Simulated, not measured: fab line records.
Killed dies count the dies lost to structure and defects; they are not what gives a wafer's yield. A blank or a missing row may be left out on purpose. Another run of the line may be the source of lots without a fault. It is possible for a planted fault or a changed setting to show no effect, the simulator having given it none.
Struck lot and sound lot, side by side | flow nand_harc | 15 out of 1302 route steps
Sound: these wafers, L786.3, L786.4, L786.6. Struck: wafers L791.1, L791.3, L791.4. Last of all comes the cause.
Order at every step that has rows: each side's tool, ch and its chambers, its first start. Under that, the readings that differ: sound wafers | struck wafers | difference of the means | sigmas: that difference in standard deviations of wafers without a fault.
alike: readings whose means differ by less than 2 such deviations, and words and numbers that are the same on both sides. not compared: withheld readings, readings that some wafer has no value for, bounds like >300 that may hide the same value, and numbers for which the record gives no deviation and whose values overlap.
The two part at a step that has a row with sigmas, a row that says differs or no value, or rows on one side only. Numbers that don't overlap but have no deviation are shown without sigmas and don't part them. A reading missing from all wafers of one side parts the sides only when that side holds two or more wafers.

first, 5 steps without rows for these wafers: NHARC_A_CONTACT_SOFTBAKE_37 (time 55 s); NHARC_A_CONTACT_EBR_38; NHARC_A_CONTACT_EXPOSE_39 (exposes mask A CC 3); NHARC_A_CONTACT_PEB_40 (peb time 65 s); NHARC_A_CONTACT_DEVELOP_41 (develop time 35 s).
NHARC_A_CONTACT_CD_MEAS_42 targets a cd of 300 nm.
  sound on cd_sem-02 ch 0, day 23 11:35; struck on cd_sem-01 ch 0, day 25 19:32
  alike: cd_nm
NHARC_A_CONTACT_OVL_MEAS_43:
  struck on overlay-01, day 25 19:37; sound on overlay-01, day 23 11:41
  reading           | sound       | struck         | difference | sigmas
  overlay_y_nm (nm) | 1.1 0.7 1.2 | -1.1 -1.3 -0.6 | -2.0       | -2
  alike: overlay_x_nm
NHARC_A_CONTACT_INSPECT_44:
  struck on defect_inspect-02, day 25 19:40; sound on defect_inspect-01, day 23 11:43
  reading          | sound    | struck   | difference | sigmas
  raw_defect_count | 17 15 21 | 84 77 78 | +62        | +2
NHARC_A_CONTACT_DESCUM_47: chemistry O2, time 3 s.
  sound on rie_diel-12 ch 0,2, day 23 11:50; struck on rie_diel-13 ch 0,2,3, day 25 19:44
  alike: drypump_motor_current_A, mfc_ar_sccm, oes_product_au, rf_vpp_V, showerhead_plenum_p_Torr, throttle_valve_pct
  not compared: rf_hours_counter_h
NHARC_A_CONTACT_ETCH_48: etches the open film in CF4, target depth 39 nm, time 65 s.
  sound on rie_diel-12 ch 1,2,3, day 23 12:06; struck on rie_diel-13 ch 0,1,2, day 25 19:49
  alike: bias_w, cf4_flow_sccm, drypump_motor_current_A, mfc_ar_sccm, oes_product_au, rf_vpp_V, showerhead_plenum_p_Torr, throttle_valve_pct
  not compared: rf_hours_counter_h
NHARC_A_CONTACT_ETCH_49: etches the open film in N2/H2, target depth 260 nm, time 475.3 s.
  sound on rie_diel-12 ch 1,2; struck on rie_diel-13 ch 0,2,3
  alike: bias_w, chamber_pressure_mTorr, drypump_motor_current_A, mfc_ar_sccm, oes_product_au, rf_vpp_V, showerhead_plenum_p_Torr, throttle_valve_pct
  not compared: rf_hours_counter_h
NHARC_A_CONTACT_ETCH_50: etches the open film in CF4/CHF3, target depth 121 nm, time 60.5 s.
  sound on rie_diel-12 ch 2,3; struck on rie_diel-13 ch 0,1,3
  alike: bias_w, cf4_flow_sccm, drypump_motor_current_A, mfc_ar_sccm, oes_product_au, rf_vpp_V, showerhead_plenum_p_Torr, throttle_valve_pct
  not compared: rf_hours_counter_h
NHARC_A_CONTACT_ETCH_51: etches the open film in O2/COS, target depth 7000 nm, time 1820 s.
  sound on rie_diel-12 ch 0,1,2, day 23 13:32; struck on rie_diel-13 ch 0,1,3, day 25 20:28
  no value came back on the struck wafers for any of 8 readings (bias_w (W), chamber_pressure_mTorr (mTorr) and others); on the sound wafers bias_w (W) reads 301.4 297.9 298.7
  not compared: rf_hours_counter_h
NHARC_A_CONTACT_ETCH_111: etches the open film in C4F8/O2/Ar, time 140 s, target depth 700 nm.
  sound on har_cap_etch-03 ch 0,1, day 23 14:49; struck on har_cap_etch-01 ch 0,1, day 25 21:33
  alike: chamber_pressure_mTorr, oes_air_line_au
  not compared: rf_hours_counter_h
-- the record jumps here: 3 days lie between the struck wafers' starts before and after (it left off in module A_CONTACT and takes up again in module END, whose first step shown is number 1302 of the route) --
NHARC_END_SORT_01:
  the record has rows for the struck wafers here (prober-01 ch 0, day 28 20:34) and none for the sound ones

WHERE THEY PART
Earliest at NHARC_A_CONTACT_OVL_MEAS_43; latest, in this record, at NHARC_END_SORT_01.

WHY: what the simulator had put in
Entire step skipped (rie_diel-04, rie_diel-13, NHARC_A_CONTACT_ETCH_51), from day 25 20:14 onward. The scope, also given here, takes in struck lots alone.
